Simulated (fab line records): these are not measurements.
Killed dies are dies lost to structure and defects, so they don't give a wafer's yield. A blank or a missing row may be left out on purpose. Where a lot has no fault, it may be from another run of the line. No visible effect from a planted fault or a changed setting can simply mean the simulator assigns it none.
A lot that was struck, set against a sound lot | flow nandHarc | 39 out of 1302 route steps
Sound: wafers L484.3, L484.4, L484.6. Struck: wafer L479.3 (left out: L479.2, a lot-mate that was not struck); the cause follows at the end.
For every step that has rows: the tool of each side, followed by ch and its chambers, followed by its first start. Under that, the readings that differ: sound wafers | struck wafers | difference of the means | sigmas: that difference in standard deviations of wafers without a fault.
alike: readings with means less than 2 such deviations apart, plus words and numbers identical on both sides. not compared: withheld readings, readings lacking a value on some wafer, bounds such as >300 that could conceal the same value, and numbers that have no deviation in the record and whose values overlap.
A row with sigmas, a row that says differs or no value, or rows on one side alone: a step with any of these is where the two part. Numbers that don't overlap but have no deviation are shown without sigmas and don't part them. Lack of a reading on every wafer of one side parts them only where that side has two or more wafers.

first, 10 steps without rows for these wafers: NHARC_A_CHANNEL_HOLE_D1_DEP_00 (deposits aC, target thk 3100 nm); NHARC_A_CHANNEL_HOLE_D1_DEP_01 (deposits SiON, target thk 140 nm); NHARC_A_CHANNEL_HOLE_D1_DEHYDRATE_02 (time 120 s); NHARC_A_CHANNEL_HOLE_D1_HMDS_03 (time 30 s); NHARC_A_CHANNEL_HOLE_D1_COAT_36 (time 75 s); NHARC_A_CHANNEL_HOLE_D1_COAT_37 (time 65 s); NHARC_A_CHANNEL_HOLE_D1_COAT_04 (resist thk 90 nm); NHARC_A_CHANNEL_HOLE_D1_SOFTBAKE_05 (time 55 s); NHARC_A_CHANNEL_HOLE_D1_EBR_06; NHARC_A_CHANNEL_HOLE_D1_EXPOSE_07 (exposes mask HOLE D1, target cd 100 nm).
NHARC_A_CHANNEL_HOLE_D1_PEB_08: peb time 65 s.
  sound on lithoTrack-04 ch 0, day 17 23:01; struck on lithoTrack-06 ch 0, day 16 02:26
  alike: heaterPowerTotalW
then, 1 step without rows for these wafers: NHARC_A_CHANNEL_HOLE_D1_DEVELOP_09 (develop time 35 s).
NHARC_A_CHANNEL_HOLE_D1_CD_MEAS_10: the cd target is 100 nm.
  sound on cdSem-01 ch 0, day 17 23:06; struck on cdSem-03 ch 0, day 16 02:31
reading   | sound            | struck | difference | sigmas
cdNm (nm) | 100.2 100.1 99.9 | 116.2  | +16.1      | +39
NHARC_A_CHANNEL_HOLE_D1_DESCUM_15: chemistry O2, time 3 s.
  sound on rieDiel-12 ch 1,2, day 17 23:17; struck on rieDiel-12 ch 1, day 16 02:43
reading                           | sound           | struck | difference | sigmas
model.A_CHANNEL_HOLE_D1.cdNm (nm) | 99.82 100 100.3 | 116.2  | +16.2      | 
  alike: drypumpMotorCurrentA, oesProductAu, rfVppV, showerheadPlenumPTorr, throttleValvePct
  not compared: rfHoursCounterH
then, 4 steps without rows for these wafers: NHARC_A_CHANNEL_HOLE_D1_ETCH_38 (etches the open film in CF4, target depth 39 nm, time 65 s); NHARC_A_CHANNEL_HOLE_D1_ETCH_39 (etches the open film in N2/H2, target depth 260 nm, time 325 s); NHARC_A_CHANNEL_HOLE_D1_ETCH_34 (etches the open film in CF4/CHF3, target depth 154 nm, time 77 s); NHARC_A_CHANNEL_HOLE_D1_ETCH_16 (etches the open film in O2/COS, target depth 3100 nm, time 806 s).
NHARC_A_CHANNEL_HOLE_D1_CD_MEAS_18:
  sound on cdSem-02 at day 18 00:23; struck on cdSem-02 at day 16 03:49
reading   | sound          | struck | difference | sigmas
cdNm (nm) | 98.1 99.5 99.9 | 117.3  | +18.1      | +13
then, 12 steps without rows for these wafers: NHARC_A_CHANNEL_HOLE_D1_ETCH_19 (etches the open film in C4F8/O2/Ar, time 34.5 s); NHARC_A_CHANNEL_HOLE_D1_ETCH_20 (etches the open film in C4F8/O2/Ar, time 361.9 s, target depth 1600 nm); NHARC_A_CHANNEL_HOLE_D1_ETCH_21 (etches the open film in C4F8/O2/Ar, time 514.3 s, target depth 1600 nm); NHARC_A_CHANNEL_HOLE_D1_ETCH_22 (etches the open film in C4F8/O2/Ar, time 666.7 s, target depth 1600 nm); NHARC_A_CHANNEL_HOLE_D1_ETCH_23 (etches the open film in C4F8/O2/Ar, time 819 s, target depth 1600 nm); NHARC_A_CHANNEL_HOLE_D1_ETCH_24 (etches the open film in C4F8/O2/Ar, time 906.2 s, target depth 1500 nm); NHARC_A_CHANNEL_HOLE_D1_ETCH_25 (etches the open film in C4F8/O2/Ar, time 1040.2 s, target depth 1500 nm); NHARC_A_CHANNEL_HOLE_D1_ETCH_26 (etches the open film in C4F8/O2/Ar, time 224.1 s, target depth 300 nm); NHARC_A_CHANNEL_HOLE_D1_ETCH_33 (etches the open film in C4F8/O2/Ar, time 90 s, target depth 400 nm); NHARC_A_CHANNEL_HOLE_D1_STRIP_41 (strips in N2/H2); NHARC_A_CHANNEL_HOLE_D1_STRIP_42 (strips in CF4/CHF3); NHARC_A_CHANNEL_HOLE_D1_STRIP_43 (strips in O2/COS).
NHARC_A_CHANNEL_HOLE_D1_ETCH_44: etches the open film in CF4/O2, target depth 140 nm, overetch 14 nm, time 77 s.
  sound on rieDiel-12 ch 0,1, day 18 07:48; struck on rieDiel-12 ch 3, day 16 10:20
reading                           | sound             | struck | difference | sigmas
model.A_CHANNEL_HOLE_D1.cdNm (nm) | 89.86 88.09 88.24 | 105.8  | +17.1      | 
  alike: drypumpMotorCurrentA, oesProductAu, rfVppV, showerheadPlenumPTorr, throttleValvePct
  not compared: rfHoursCounterH
then, 3 steps without rows for these wafers: NHARC_A_CHANNEL_HOLE_D1_STRIP_27 (strips in O2); NHARC_A_CHANNEL_HOLE_D1_PRECLEAN_28 (cleans in SC1); NHARC_A_CHANNEL_HOLE_D1_SRD_29.
NHARC_A_CHANNEL_HOLE_D1_CD_MEAS_30:
  sound on cdSem-02 at day 18 08:35; struck on cdSem-02 at day 16 11:07
reading   | sound          | struck | difference | sigmas
cdNm (nm) | 89.9 88.2 88.0 | 105.4  | +16.7      | +19
NHARC_A_CHANNEL_HOLE_D1_XSEM_31:
  sound on xsem-01 ch 0, day 18 08:41; struck on xsem-01 ch 0, day 16 11:13
reading           | sound          | struck | difference | sigmas
botCdNm (nm)      | 74.0 72.4 73.2 | 91.1   | +17.9      | +18
tiltDeg (degrees) | 0.14 0.14 0.14 | 0.06   | -0.08      | -2
  alike: bowNm
-- the record jumps here: 16 days lie between the struck wafers' starts before and after (it left off in module A_CHANNEL_HOLE_D1 and takes up again in module END, whose first step shown is number 1301 of the route) --
NHARC_END_WLT_00:
  sound on prober-01 at day 33 16:38; struck on prober-02 at day 32 18:29
reading                           | sound             | struck | difference | sigmas
VT_DECK1_BOTTOM                   | 0.868 0.865 0.867 | 0.904  | +0.037     | +6
VT_DECK1_BOTTOM_INNER             | 0.868 0.864 0.861 | 0.909  | +0.045     | +8
VT_DECK1_MEDIAN_NEAR_BOTTOM       | 0.873 0.865 0.861 | 0.912  | +0.046     | +7
VT_DECK1_MEDIAN_NEAR_BOTTOM_INNER | 0.867 0.861 0.864 | 0.910  | +0.046     | +8
VT_DECK1_MIDDLE                   | 0.880 0.873 0.873 | 0.916  | +0.041     | +7
VT_DECK1_MIDDLE_INNER             | 0.878 0.879 0.883 | 0.911  | +0.031     | +5
VT_DECK1_TOP                      | 0.891 0.895 0.892 | 0.931  | +0.038     | +6
VT_DECK1_TOP_INNER                | 0.897 0.896 0.895 | 0.925  | +0.029     | +5
VT_DECK2_BOTTOM                   | 0.881 0.880 0.884 | 0.861  | -0.021     | -3
VT_DECK2_MEDIAN_NEAR_BOTTOM_INNER | 0.882 0.881 0.874 | 0.860  | -0.019     | -2
  alike: VT_DECK2_BOTTOM_INNER, VT_DECK2_MEDIAN_NEAR_BOTTOM, VT_DECK2_MIDDLE, VT_DECK2_MIDDLE_INNER, VT_DECK2_TOP, VT_DECK2_TOP_INNER
following that, these wafers have no rows for 1 step: NHARC_END_SORT_01.

WHERE THEY PART
Earliest at NHARC_A_CHANNEL_HOLE_D1_CD_MEAS_10; latest, in this record, at NHARC_END_WLT_00.

WHY: what had been put in by the simulator
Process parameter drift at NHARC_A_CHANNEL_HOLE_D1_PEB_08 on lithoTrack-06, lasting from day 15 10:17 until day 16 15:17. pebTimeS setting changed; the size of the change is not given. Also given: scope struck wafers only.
